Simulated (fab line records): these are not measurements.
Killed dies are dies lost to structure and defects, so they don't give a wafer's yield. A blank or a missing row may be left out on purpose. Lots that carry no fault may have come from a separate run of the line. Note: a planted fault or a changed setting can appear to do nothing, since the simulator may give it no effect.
fab line records | flow n5-finfet
record lots=4 wafers=12 last-day=17
route steps=1938 shown WELL_APT@36 PMOS_HMC_CHANNEL_EPI@57 BEOL_M4@1111 PASSIVATION@1936
lots that met no fault: from a run of the same line without faults
start-h: hours from the record's first day to the start of the lot's first wafer shown | wait-h: time in hours since the lot's previous step | " as in the row above | L1.1+2: several wafers, shown together as one row | - no value, or no start was given | * or withheld: withheld | < > ~ a bound
route shown NAME@n: NAME is a module with steps in the file, n the number in the route of the first one | usual: mean and standard deviation over wafers with no fault | same: alike in all rows | chamber/n: place in a boat | sites: per-site readings | _std_site: their standard deviation | _edge_site: mean of outer sites minus mean of inner sites | radius-mm: for every site, how far away it sits from the centre of the wafer | mask NAME#n: copy n | behind: the most recent tool/chamber to have shaped the wafer | hold: reason for holding the lot/hours on hold/outcome of the hold | device: which transistor (n, p or np) failed to switch | end of line: the tests these same wafers got at the end of their route | step lacking rows: just its recipe | killed: dies lost to structure and defects at the first sort, not the wafer's yield | map: per-die view of a wafer (x killed, . not killed, _ where there is no die)
set.NAME: the run value of the setting; set.NAME@STEP: its run value at that earlier step | model.NAME: the simulator's own value behind a step, which no gauge read
lots at some steps of the route; a table a step, a row a wafer
## steps
# step N5_WELL_APT_COAT_19
# recipe spin-rpm=1357 resist-thk-nm=950
# step N5_WELL_APT_EBR_21
# recipe solvent=PGMEA ebr-width-mm=1.5
# step N5_WELL_APT_SOFTBAKE_20
# recipe temp-c=130 time-s=60
# step N5_WELL_APT_EXPOSE_22
# recipe mask-id=PWELL na=0.8 source-shape=conventional sigma-outer=0.8 polarization=unpolarized defocus-nm=0 target-cd-nm=200 dose-mj=23.2
# step N5_WELL_APT_PEB_23
# recipe peb-temp-c=130 peb-time-s=90
# step N5_WELL_APT_DEVELOP_24
# recipe develop-time-s=45 rinse-liquid=surfactant-rinse dry=air-spin dev-temp-c=21
# step N5_WELL_APT_HARDBAKE_29
# recipe temp-c=130 time-s=120
# step N5_WELL_APT_DESCUM_30
# recipe chemistry=O2 time-s=7.9 source-power-w=50 bias-power-w=20 pressure-mtorr=20 rf-frequency-hz=2.712e+07 temp-c=40 o2-flow-sccm=225
# step N5_WELL_APT_IMPLANT_31
# recipe species=B energy-kev=60 dose-cm2=1.5e+13 tilt-deg=0 rotation-deg=0
# step N5_WELL_APT_IMPLANT_32
# recipe species=BF2 energy-kev=50 dose-cm2=2e+13 tilt-deg=0 rotation-deg=0
# usual dose-ions-cm2=2e+13/2e+10 faraday-current-uA=253/4.6
# columns lot.wafer tool chamber start-h wait-h dose-ions-cm2 faraday-current-uA
L656.1 implanter-02 0 75.32 0.1 2.6663e+13 340
L656.3 " 0 " " 2.665e+13 343
L656.4 " 0 " " 2.6687e+13 340
L657.1 implanter-02 0 81.55 0.1 2.6671e+13 331
L657.5 " 0 " " 2.667e+13 350
L657.6 " 0 " " 2.6687e+13 339
L665.1 implanter-01 0 129.68 0.1 2.0024e+13 254
L665.2 " 0 " " 2.0029e+13 250
L665.6 " 0 " " 1.9987e+13 258
L669.1 implanter-02 0 153.83 0.1 1.9951e+13 253
L669.2 " 0 " " 2.0003e+13 260
L669.5 " 0 " " 1.9963e+13 248
# step N5_WELL_APT_STRIP_33
# recipe chemistry=SPM time-s=900 temp-c=130 h2so4-h2o2-vol-ratio=4 dry=ipa-marangoni
# step N5_WELL_APT_RTA_34
# recipe temp-c=1000 time-s=10 ambient=N2 idle-temp-c=600 ramp-up-c-per-s=150 ramp-down-c-per-s=60 cool-to-c=600
# step N5_WELL_APT_OXIDE_STRIP_42
# recipe chemistry=dHF dilution=25:1 time-s=45 temp-c=25 target=SiO2 target-depth-a=120
# step N5_WELL_APT_PRECLEAN_36
# recipe chemistry=O3/DIW time-s=45 temp-c=22 o3-ppm=10
# step N5_WELL_APT_PRECLEAN_39
# recipe chemistry=dHF time-s=60 dilution=150:1 temp-c=25
# step N5_WELL_APT_SRD_37
# recipe dry=ipa-marangoni do-ppb=5 time-s=30 temp-c=23 rinse-liquid=diw
# step N5_WELL_APT_EPI_41
# recipe material=Si target-thk-a=500 temp-c=650 precursor=SiH4/H2 pressure-torr=20 time-s=297.7
# step N5_PMOS_HMC_CHANNEL_EPI_HM_DEP_34
# recipe material=SiO2 target-thk-a=360 temp-c=400 precursor=TEOS/O2 pressure-torr=6.5 rf-w=900 teos-flow-sccm=161.4 gas=O2 flow-sccm=2650 time-s=6.9
# step N5_PMOS_HMC_CHANNEL_EPI_COAT_31
# recipe resist=BARC temp-c=205 time-s=60 spin-rpm=1500 resist-thk-nm=66
# step N5_PMOS_HMC_CHANNEL_EPI_COAT_03
# recipe resist=CAR-ArF-block spin-rpm=1500 resist-thk-nm=205
# step N5_PMOS_HMC_CHANNEL_EPI_EBR_05
# recipe solvent=PGMEA ebr-width-mm=1.5
# step N5_PMOS_HMC_CHANNEL_EPI_SOFTBAKE_04
# recipe temp-c=110 time-s=60 resist=CAR-ArF-block
# step N5_PMOS_HMC_CHANNEL_EPI_EXPOSE_06
# recipe mask-id=PMOS_HMC_BLK na=1.35 source-shape=conventional sigma-outer=0.8 polarization=unpolarized target-cd-nm=240 dose-mj=41
# step N5_PMOS_HMC_CHANNEL_EPI_PEB_07
# recipe peb-temp-c=110 peb-time-s=60 resist=CAR-ArF-block
# step N5_PMOS_HMC_CHANNEL_EPI_DEVELOP_08
# recipe develop-time-s=30 developer=TMAH resist=CAR-ArF-block dev-temp-c=23 rinse-liquid=diw dry=air-spin
# step N5_PMOS_HMC_CHANNEL_EPI_DESCUM_14
# recipe chemistry=O2 time-s=7.9 source-power-w=50 bias-power-w=20 pressure-mtorr=20 rf-frequency-hz=2.712e+07 temp-c=40 resist=CAR-ArF-block o2-flow-sccm=225
# step N5_PMOS_HMC_CHANNEL_EPI_ETCH_32
# recipe chemistry=N2/H2 target=BARC stop-on=SiO2 target-depth-a=858 over-etch-frac=0.3 time-s=50.3 ion-energy-ev=200 mask-material=CAR-ArF-block pressure-mtorr=30 source-w=840 bias-w=150 n2-flow-sccm=200 h2-flow-sccm=200
# step N5_PMOS_HMC_CHANNEL_EPI_HM_OPEN_15
# recipe chemistry=CHF3/O2 target=SiO2 mask-material=CAR-ArF-block target-depth-a=406 CHF3_flow_sccm=50 O2_flow_sccm=5 Ar_flow_sccm=200 time-s=20.3 pressure-mtorr=30 source-w=650 bias-w=170 ion-energy-ev=200
# step N5_PMOS_HMC_CHANNEL_EPI_STRIP_33
# recipe chemistry=N2/H2 power-w=500 temp-c=40 pressure-mtorr=50 rf-frequency-hz=6e+07 overash-fraction=0.3 bias-power-w=8 h2-frac=0.5 n2-flow-sccm=300 h2-flow-sccm=300
# step N5_PMOS_HMC_CHANNEL_EPI_STRIP_17
# recipe chemistry=SPM time-s=750 temp-c=130 h2so4-h2o2-vol-ratio=4 dry=ipa-marangoni
# step N5_PMOS_HMC_CHANNEL_EPI_ETCH_38
# recipe chemistry=CF4 target=SiO2 target-depth-a=15 ion-energy-ev=350 pressure-mtorr=10 icp-w=800 bias-w=400 cf4-flow-sccm=80
# step N5_PMOS_HMC_CHANNEL_EPI_FIN_RECESS_16
# recipe chemistry=HBr/Cl2 target=Si mask-material=SiO2 target-depth-a=540 time-s=18 pressure-mtorr=10 icp-w=800 bias-w=75 HBr_flow_sccm=150 Cl2_flow_sccm=80
# step N5_PMOS_HMC_CHANNEL_EPI_PRECLEAN_36
# recipe chemistry=O3/DIW time-s=45 temp-c=22 o3-ppm=10
# step N5_PMOS_HMC_CHANNEL_EPI_PRECLEAN_18
# recipe chemistry=DHF time-s=30 temp-c=25 dilution=withheld
# step N5_PMOS_HMC_CHANNEL_EPI_SRD_19
# recipe dry=ipa-marangoni do-ppb=5 time-s=30 temp-c=23 rinse-liquid=diw
# step N5_BEOL_M4_RC_MEAS_101
# usual CJ_N=4.33/0.092 DIBL_N=35.9/1.9 DIBL_P=35.8/2.4 IOFF_N=0.15/0.031 IOFF_N_LONG=5.57e-05/2.7e-06 IOFF_P=0.21/0.037 ION_N=672/13 ION_P=462/8.3 SS_N=71.5/0.72 SS_P=73.2/0.67 VT_N=250/3.4 VT_P=-250/3.4
# columns lot.wafer tool chamber start-h wait-h CJ_N DIBL_N[mV/V] DIBL_P[mV/V] IOFF_N[nA/um] IOFF_N_LONG[nA/um] IOFF_P[nA/um] ION_N[uA/um] ION_P[uA/um] SS_N[mV/dec] SS_P[mV/dec] VT_N[mV] VT_P[mV]
L656.1 prober-01 0 225.61 0.0 4.95 33.8 34.9 0.12 5.95e-05 0.18 660 458 70.8 72.8 253 -252
L656.3 " 0 " " 5.10 35.2 34.7 0.13 6.17e-05 0.17 647 443 71.7 73.1 253 -254
L656.4 " 0 " " 5.02 37.0 38.4 0.18 6.1e-05 0.23 691 468 71.3 73.0 244 -248
L657.1 prober-02 0 244.44 0.0 5.10 39.8 39.8 0.24 7.12e-05 0.30 702 480 72.9 74.2 242 -244
L657.5 " 0 " " 5.19 36.6 36.1 0.16 7.2e-05 0.23 681 470 71.4 72.4 248 -246
L657.6 " 0 " " 5.02 36.3 35.6 0.15 6.94e-05 0.21 663 461 71.6 73.2 248 -249
L665.1 prober-01 0 275.74 0.0 4.40 36.2 33.9 0.15 5.64e-05 0.19 668 463 72.5 73.2 248 -250
L665.2 " 0 " " 4.25 30.3 27.5 0.08 5.53e-05 0.12 652 460 69.9 71.4 257 -255
L665.6 " 0 " " 4.34 30.9 27.9 0.09 5.58e-05 0.13 662 458 70.6 72.0 253 -256
L669.1 prober-02 0 313.58 0.0 4.36 34.6 33.2 0.13 5.91e-05 0.19 672 468 70.9 72.1 253 -247
L669.2 " 0 " " 4.31 33.2 31.9 0.11 5.82e-05 0.18 656 461 71.2 71.9 255 -248
L669.5 " 0 " " 4.46 34.8 33.0 0.13 5.94e-05 0.19 670 464 70.8 72.3 255 -250
# step N5_PASSIVATION_PROBE_49
# usual defect-limited-yield=91.6/1.2 killed_at_M0_to_M3=33/9.4 killed_at_M4_up=13/5.2 killed-at-contacts=13/5.6 killed-at-front-end=37/9.5 killed-at-other=4/3.1 killed-dies=99/15 killed-on-rim=13/3.6 killed-open=65/11 killed-short=32/7.5 sort_bin_5_function=4.9/0.77 sort_bin_6_memory=3.1/0.65 sort_bin_8_speed=0.01/0.056 sort-n-pass=1081/15 sort-yield-pct=91.6/1.2
# same gross-dies=1180 killed-at-back-side=0 sort_bin_4_leakage[%]=0
# columns lot.wafer tool chamber start-h wait-h defect-limited-yield[%] killed_at_M0_to_M3 killed_at_M4_up killed-at-contacts killed-at-front-end killed-at-other killed-dies killed-on-rim killed-open killed-short sort_bin_5_function[%] sort_bin_6_memory[%] sort_bin_8_speed[%] sort-n-pass sort-yield-pct[%]
L656.1 prober-01 - 339.76 0.0 93.2 33 14 4 23 6 80 9 52 28 3.8 2.7 0 1100 93.2
L656.3 prober-01 - 339.86 0.1 92.5 22 9 12 36 9 88 13 57 31 4.6 2.7 0 1092 92.5
L656.4 prober-01 - 339.91 0.2 91.5 30 10 16 32 12 100 15 62 37 5.3 2.6 0 1080 91.5
L657.1 prober-02 - 350.93 0.0 89.7 46 12 31 27 6 122 21 76 41 5.8 3.8 0 1058 89.7
L657.5 prober-02 - 351.13 0.2 92.3 17 12 22 40 0 91 14 67 19 4.5 2.8 0 1089 92.3
L657.6 prober-02 - 351.18 0.3 89.9 36 11 25 45 2 119 15 80 38 6.2 3.7 0 1061 89.9
L669.1 prober-01 - 414.14 0.0 90.2 25 30 11 42 8 116 16 79 35 5.7 4.0 0 1064 90.2
L669.2 prober-01 - 414.19 0.1 92.1 23 19 6 37 8 93 10 64 29 5.3 2.5 0 1087 92.1
L669.5 prober-01 - 414.34 0.2 91.1 37 18 8 31 11 105 18 70 31 5.7 2.8 0 1075 91.1
# killed by level:class
L656.1 BEOL_M0_SAQP:geometric-particle:short=10 BEOL_M0_SAQP:geometric-particle:open=9 BEOL_M4:geometric-particle:open=8 STI_FIN_REVEAL:geometric-particle:open=7 BEOL_M2:geometric-particle:open=6 FIN_SAQP:geometric-particle:open=5 BEOL_M3:geometric-particle:open=5 MOL_CONTACT_COAG:geometric-particle:open=4
L656.3 STI_FIN_REVEAL:geometric-particle:open=10 BEOL_M2:geometric-particle:open=8 MOL_CONTACT_COAG:geometric-particle:open=7 STARTING-WAFER:geometric-particle:short=6 MOL_CONTACT_COAG:geometric-particle:short=5 BEOL_M0_SAQP:geometric-particle:short=4 FIN_SAQP:geometric-particle:short=3 DUMMY_GATE:geometric-particle:open=3
L656.4 MOL_CONTACT_COAG:geometric-particle:open=14 FIN_SAQP:geometric-particle:short=8 BEOL_M2:geometric-particle:open=8 BEOL_M3:geometric-particle:open=8 PAD_METAL:geometric-particle:short=6 ILD0:geometric-particle:short=6 BEOL_M0_SAQP:geometric-particle:open=6 STI_FIN_REVEAL:geometric-particle:open=5
L657.1 MOL_CONTACT_COAG:geometric-particle:open=23 BEOL_M0_SAQP:geometric-particle:open=14 BEOL_M0_SAQP:geometric-particle:short=13 MOL_CONTACT_COAG:geometric-particle:short=8 BEOL_M0:geometric-particle:open=6 FIN_SAQP:geometric-particle:short=5 BEOL_M1:geometric-particle:open=5 HKMG_FIN:area-etch=5
L657.5 MOL_CONTACT_COAG:geometric-particle:open=17 FIN_SAQP:geometric-particle:open=11 DUMMY_GATE:geometric-particle:open=7 MOL_CONTACT_COAG:geometric-particle:short=5 BEOL_M0:geometric-particle:open=5 BEOL_M1:geometric-particle:open=5 FIN_SAQP:geometric-particle:short=4 BEOL_M5:geometric-particle:open=4
L657.6 MOL_CONTACT_COAG:geometric-particle:open=21 FIN_SAQP:geometric-particle:short=12 STI_FIN_REVEAL:geometric-particle:open=10 BEOL_M0_SAQP:geometric-particle:open=8 FIN_SAQP:geometric-particle:open=6 BEOL_M4:geometric-particle:open=6 BEOL_M1:geometric-particle:open=6 BEOL_M3:geometric-particle:open=6
L669.1 BEOL_M4:geometric-particle:open=13 STI_FIN_REVEAL:geometric-particle:open=12 BEOL_M2:geometric-particle:open=9 FIN_SAQP:geometric-particle:short=8 MOL_CONTACT_COAG:geometric-particle:open=8 FIN_SAQP:geometric-particle:open=6 BEOL_M0_SAQP:geometric-particle:short=6 BEOL_M6:geometric-particle:open=4
L669.2 STI_FIN_REVEAL:geometric-particle:open=10 BEOL_M4:geometric-particle:open=9 BEOL_M2:geometric-particle:open=8 BEOL_M0_SAQP:geometric-particle:open=6 FIN_SAQP:geometric-particle:short=5 GATE_CUT:geometric-particle:short=5 MOL_CONTACT_COAG:geometric-particle:open=5 STARTING-WAFER:geometric-particle:short=4
L669.5 BEOL_M1:geometric-particle:open=14 MOL_CONTACT_COAG:geometric-particle:open=8 BEOL_M2:geometric-particle:open=8 BEOL_M4:geometric-particle:open=8 STI_FIN_REVEAL:geometric-particle:open=7 FIN_SAQP:geometric-particle:short=3 STI_FIN_REVEAL:geometric-particle:short=3 DUMMY_GATE:geometric-particle:open=3
## key
first-sign step=N5_WELL_APT_IMPLANT_32 reading=dose-ions-cm2 direction=up sigmas=99+ usual=2e+13 struck=2.6671e+13
effect step=N5_WELL_APT_IMPLANT_32 reading=faraday-current-uA direction=up sigmas=19 usual=253 struck=340
effect step=N5_BEOL_M4_RC_MEAS_101 reading=CJ_N direction=up sigmas=8 usual=4.33 struck=5.07
effect step=N5_BEOL_M4_RC_MEAS_101 reading=IOFF_N_LONG direction=up sigmas=3.7 usual=5.57e-05 struck=6.58e-05
met-at N5_WELL_APT_IMPLANT_32
struck-wafers L656.1,L656.3,L656.4,L657.1,L657.5,L657.6
fault kind=process-parameter-drift tool=implanter-02 chamber=- onset-h=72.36 steps=N5_WELL_APT_IMPLANT_32 channel=dose-cm2 offset=6.6748e+12 shape=step end-h=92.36 acts-in=these-recipes-only stated=2e+13
